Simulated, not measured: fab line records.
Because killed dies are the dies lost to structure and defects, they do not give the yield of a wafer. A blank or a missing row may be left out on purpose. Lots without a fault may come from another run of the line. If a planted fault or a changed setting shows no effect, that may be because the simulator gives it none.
Matching of chambers :: flow n5Finfet :: N5_BEOL_M6_STRIP_67 on rieDiel-02 has 4 sister chambers
The step strips in CF4. 4 wafers are shown with their chamber, then 7 later ones without.

== WAFERS PAIRED WITH THEIR CHAMBERS ==
wafer: L081.5
chamber: 2
throttleValvePct (%): 14.00

wafer: L087.5
chamber: 1
throttleValvePct (%): 13.54

wafer: L089.1
chamber: 3
throttleValvePct (%): 13.09

wafer: L089.3
chamber: 0
throttleValvePct (%): 13.69

== WAFERS WHOSE CHAMBER IS MISSING ==
wafer: L089.4
throttleValvePct (%): 13.57

wafer: L091.3
throttleValvePct (%): 13.46

wafer: L091.5
throttleValvePct (%): 13.12

wafer: L091.6
throttleValvePct (%): 13.68

wafer: L094.1
throttleValvePct (%): 13.48

wafer: L094.5
throttleValvePct (%): 13.12

wafer: L094.6
throttleValvePct (%): 13.47

== EACH ONE'S CHAMBER ==
wafer: L089.4
from the rows above: can't be placed: 1 or 0
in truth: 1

wafer: L091.3
from the rows above: 1
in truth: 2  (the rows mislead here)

wafer: L091.5
from the rows above: 3
in truth: 3

wafer: L091.6
from the rows above: 0
in truth: 0

wafer: L094.1
from the rows above: 1
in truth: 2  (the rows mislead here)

wafer: L094.5
from the rows above: 3
in truth: 3

wafer: L094.6
from the rows above: 1
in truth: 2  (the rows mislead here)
Correct placement for 3 of the 7. Not placeable from these rows: 1 (in 1, the candidates include the true chamber). Number placed wrongly: 3.
How it was worked out, from the rows above alone: a wafer's distance from a chamber is the root of the sum, over the readings, of the square of ((its reading less the chamber's mean) divided by the reading's scatter). If the next closest chamber is less than 2 further off than the closest, the wafer can't be placed; otherwise it belongs to the closest. The mean given for a chamber averages the wafers shown for that chamber. The scatter: with one shown wafer a chamber, the root of the mean of the squares of how far each hidden wafer lies from its nearest shown one.
